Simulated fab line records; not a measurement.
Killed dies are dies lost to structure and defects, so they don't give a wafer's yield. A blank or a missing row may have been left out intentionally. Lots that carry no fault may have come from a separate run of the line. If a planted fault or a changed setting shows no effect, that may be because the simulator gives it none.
What tool caused it?	flow n5_finfet	Sampling: 10 lots, 27 wafers, 7 of 1938 route steps

## WHAT EACH GAUGE READ, for each wafer
N5_DUMMY_GATE_CD_MEAS_15: the cd target is 25.8 nm. Usual: cd_nm reads 24.99 nm (standard deviation 0.29).
lot	measured	on	cd_nm (nm)	flag
L782	day 3 04:01	cd_sem-02	25.22 25.19 25.44	
L783	day 3 09:20	cd_sem-02	24.61 24.97 24.59	
L785	day 3 21:37	cd_sem-02	24.66 24.66 24.84	
L787	day 4 14:01	cd_sem-03	25.55 25.03	
L788	day 4 17:46	cd_sem-03	25.01 25.31 25.26	
L790	day 5 09:16	cd_sem-01	24.68 24.26 24.66	
L791	day 5 17:43	cd_sem-01	25.02 25.06 25.35	
L799	day 7 09:21	cd_sem-02	25.03 24.64	
L800	day 7 15:12	cd_sem-02	25.08 25.54	
L802	day 8 07:59	cd_sem-01	24.56 25.33 24.79	

N5_DUMMY_GATE_INSPECT_17: inspects for defects (brightfield). Usual: raw_defect_count reads 199 (standard deviation 60).
lot	measured	on	raw_defect_count	flag
L782	day 3 04:07	defect_inspect-02	139 320 168	
L783	day 3 09:26	defect_inspect-02	76 159 121	
L785	day 3 21:43	defect_inspect-01	197 223 223	
L787	day 4 14:06	defect_inspect-02	222 263	
L788	day 4 17:52	defect_inspect-01	178 192 193	
L790	day 5 09:27	defect_inspect-01	230 270 238	
L791	day 5 17:51	defect_inspect-01	162 155 112	
L799	day 7 09:26	defect_inspect-01	245 219	
L800	day 7 15:17	defect_inspect-01	308 211	
L802	day 8 08:05	defect_inspect-01	243 217 300	

N5_SD_EPI_N_EPI_MEAS_23. Usual: thk_nm reads 59.1 nm (standard deviation 1.3).
lot	measured	on	thk_nm (nm)	flag
L782	day 3 09:55	film_metro-01	57.6 57.9 61.1	
L783	day 3 15:06	film_metro-01	59.4 59.8 60.5	
L785	day 4 05:20	film_metro-01	61.3 58.5 61.3	
L787	day 4 19:46	film_metro-01	57.5 58.1	
L788	day 5 03:08	film_metro-01	59.0 58.6 58.0	
L790	day 5 15:07	film_metro-01	58.9 57.6 59.0	
L791	day 5 23:48	film_metro-01	60.7 60.8 58.0	
L799	day 7 16:09	film_metro-01	59.2 65.3	
L800	day 7 21:55	film_metro-02	57.8 65.4	
L802	day 8 15:13	film_metro-01	57.9 59.3 59.8	

N5_SD_ACTIVATION_RS_MEAS_03: uses a four-point probe to measure. Usual: RS_SD_N 21.82 ohm/sq, standard deviation 0.27; RS_SD_P 56.0 ohm/sq, standard deviation 0.78.
lot	measured	on	RS_SD_N (ohm/sq)	RS_SD_P (ohm/sq)	flag
L782	day 3 14:59	film_metro-02	21.92 21.77 21.54	56.6 55.0 56.8	
L783	day 3 20:37	film_metro-01	21.58 21.45 21.40	56.2 57.0 55.4	
L785	day 4 10:45	film_metro-01	21.57 21.46 21.61	56.2 56.4 55.8	
L787	day 5 02:16	film_metro-01	22.26 22.20	55.7 56.2	
L788	day 5 09:42	film_metro-01	21.43 21.73 21.50	55.3 56.3 56.5	
L790	day 5 20:32	film_metro-02	22.17 21.89 22.29	56.5 56.4 57.4	
L791	day 6 05:12	film_metro-01	21.53 21.47 21.89	57.1 55.0 56.6	
L799	day 7 21:31	film_metro-01	22.09 19.70	55.3 54.8	OFF
L800	day 8 03:52	film_metro-01	21.82 19.75	55.2 55.2	OFF
L802	day 8 20:29	film_metro-01	21.73 21.86 21.35	55.9 56.3 56.3	

N5_BEOL_M4_RC_MEAS_101. Usual: DIBL_N 37.7 mV/V, standard deviation 2; DIBL_P 37.7 mV/V, standard deviation 2.3; IOFF_N 0.18 nA/um, standard deviation 0.039; IOFF_P 0.23 nA/um, standard deviation 0.042; ION_N 681 uA/um, standard deviation 12; ION_P 463 uA/um, standard deviation 8; RS_SD_N 28.3 ohm/sq, standard deviation 0.32; SS_N 71.9 mV/dec, standard deviation 0.68; SS_P 73.6 mV/dec, standard deviation 0.71; VT_N 248 mV, standard deviation 3.2; VT_P -249 mV, standard deviation 3.1.
lot	measured	on	DIBL_N (mV/V)	DIBL_P (mV/V)	IOFF_N (nA/um)	IOFF_P (nA/um)	ION_N (uA/um)	ION_P (uA/um)	RS_SD_N (ohm/sq)	SS_N (mV/dec)	SS_P (mV/dec)	VT_N (mV)	VT_P (mV)	flag
L782	day 12 09:55	prober-01	36.0 41.0 37.1	33.5 39.8 35.3	0.15 0.31 0.17	0.17 0.28 0.20	683 702 672	459 465 459	28.4 28.4 28.2	71.5 72.3 71.9	73.2 74.6 73.7	248 239 247	-252 -246 -250	
L783	day 12 01:04	prober-02	42.7 36.7 42.0	41.4 34.8 40.6	0.26 0.13 0.25	0.31 0.18 0.30	704 672 707	480 465 482	28.3 28.5 27.9	73.3 71.3 72.9	74.6 72.9 74.4	244 254 245	-245 -254 -247	
L785	day 12 14:16	prober-01	36.2 37.5 41.2	35.5 38.0 40.8	0.13 0.16 0.24	0.16 0.20 0.24	658 679 677	441 457 452	27.8 28.0 28.4	72.6 72.2 72.4	73.6 72.6 74.0	254 251 245	-256 -254 -250	
L787	day 13 17:46	prober-01	36.3 39.2	37.5 41.1	0.16 0.23	0.21 0.26	684 700	469 471	28.9 28.6	72.1 72.5	73.8 75.4	252 245	-249 -248	
L788	day 13 10:34	prober-01	40.2 39.1 38.9	40.8 39.3 38.2	0.22 0.21 0.19	0.27 0.24 0.22	673 687 662	456 465 449	27.9 27.9 28.1	72.8 72.5 71.9	74.5 73.8 73.5	246 247 251	-248 -248 -251	
L790	day 13 21:57	prober-01	37.6 40.3 38.8	36.9 38.5 38.6	0.16 0.23 0.18	0.23 0.25 0.24	664 682 670	460 461 455	28.6 28.2 28.7	72.0 72.7 71.5	74.0 74.1 73.5	250 247 251	-249 -245 -250	
L791	day 14 11:06	prober-02	34.1 36.3 34.2	34.6 37.9 35.2	0.14 0.19 0.16	0.18 0.24 0.19	668 697 689	453 472 470	27.8 28.1 28.4	70.5 72.3 71.6	72.2 73.2 73.5	250 247 247	-252 -248 -249	
L799	day 16 00:22	prober-01	38.0 39.6	36.7 38.5	0.18 0.20	0.22 0.24	665 683	457 463	28.3 25.5	71.2 72.0	73.7 74.4	248 246	-250 -251	OFF
L800	day 16 18:10	prober-01	38.2 33.5	38.9 32.8	0.19 0.11	0.24 0.16	685 677	466 461	28.8 25.6	71.8 70.6	73.5 72.8	246 254	-248 -255	OFF
L802	day 17 01:52	prober-02	38.5 35.3 36.5	36.9 35.0 36.6	0.20 0.15 0.15	0.21 0.19 0.20	681 682 671	464 464 457	28.2 28.1 27.7	72.8 71.3 71.7	73.6 73.6 73.2	247 248 251	-249 -249 -249	

## EACH LOT AND THE TOOL THAT RAN IT (in order: tool; ch and the chambers of the sampled wafers; start)
lot	N5_DUMMY_GATE_ETCH_32	N5_SD_EPI_N_EPI_21
L782	rie_si-04 ch 1,3, day 3 04:52	epi_rpcvd-01 ch 0, day 3 08:12
L783	rie_si-05 ch 1,2, day 3 10:08	epi_rpcvd-01 ch 0, day 3 13:40
L785	rie_si-06 ch 0,1, day 3 22:25	epi_rpcvd-01 ch 0, day 4 03:38
L787	rie_si-06 ch 1, day 4 14:48	epi_rpcvd-03 ch 0, day 4 18:53
L788	rie_si-06 ch 0,3, day 4 18:34	epi_rpcvd-02 ch 0, day 5 01:26
L790	rie_si-04 ch 1,3, day 5 10:09	epi_rpcvd-02 ch 0, day 5 13:25
L791	rie_si-06 ch 0,1,2, day 5 18:44	epi_rpcvd-01 ch 0, day 5 22:05
L799	rie_si-04 ch 1,2, day 7 10:10	epi_rpcvd-01 ch 0, day 7 14:37
L800	rie_si-05 ch 1,3, day 7 16:15	epi_rpcvd-01 ch 0, day 7 20:22
L802	rie_si-06 ch 1,2,3, day 8 08:55	epi_rpcvd-02 ch 0, day 8 13:31
- N5_DUMMY_GATE_ETCH_32: etches SiO2 in CF4, target depth 3.5 nm, time 3.9 s.
- N5_SD_EPI_N_EPI_21: deposits Si:P, time 690 s.

## AS READ BY THE TOOLS THEMSELVES (means over the sampled wafers that have a number; for cases with no such wafer, the mark the record gives instead)
N5_DUMMY_GATE_ETCH_32. Usual: bias_w 400.2 W, standard deviation 1.2; drypump_motor_current_A 5.9 A, standard deviation 0.37; oes_product_au 0.993 a.u., standard deviation 0.027; throttle_valve_pct 21.65 %, standard deviation 0.24.
lot	tool	bias_w (W)	drypump_motor_current_A (A)	oes_product_au (a.u.)	throttle_valve_pct (%)	flag
L782	rie_si-04	399.8	5.9	1.029	21.55	
L783	rie_si-05	400.8	5.3	0.990	21.99	
L785	rie_si-06	399.0	6.0	0.969	21.50	
L787	rie_si-06	398.0	6.0	0.961	21.45	
L788	rie_si-06	400.5	5.9	0.996	21.64	
L790	rie_si-04	399.5	5.8	1.024	21.55	
L791	rie_si-06	399.5	6.1	0.965	21.52	
L799	rie_si-04	398.5	5.5	0.996	22.02	
L800	rie_si-05	400.5	5.7	1.023	21.58	
L802	rie_si-06	400.3	5.9	0.978	21.54	

## THE ANSWER, worked out from the rows above alone
Rule: a lot is off if the mean of its wafers that have a number lies more than 3 standard deviations from the usual mean. Also off: a lot with no number at a reading for which 4 or more lots have one. Any other lot the step has rows for is counted as sound. After the gauges, taken in route order, come the tools' own readings; for these a lot's mean is taken, as printed above. The first step at which some lot is off is used, and at that step the reading that is off furthest; a lot without a number counts as furthest.
Off: L799, L800, at N5_SD_ACTIVATION_RS_MEAS_03 (RS_SD_N).
If a tool, at a process step before that reading, ran all the lots that are off and no sound lot after the first of them, it fits. Not tried: the gauges at N5_SD_ACTIVATION_RS_MEAS_03; whatever is off there is also off at N5_BEOL_M4_RC_MEAS_101, on other tools, and gauge error can't account for it. One fits: N5_SD_EPI_N_EPI_21 on epi_rpcvd-01. Its last sound lot is L791 (day 5 22:05), its first lot that is off L799 (day 7 14:37): a fault that began between those two fits.

## WHAT WAS PUT IN BY THE SIMULATOR
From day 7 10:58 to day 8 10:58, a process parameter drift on epi_rpcvd-01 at N5_SD_EPI_N_EPI_21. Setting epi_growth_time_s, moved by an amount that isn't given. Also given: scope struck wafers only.
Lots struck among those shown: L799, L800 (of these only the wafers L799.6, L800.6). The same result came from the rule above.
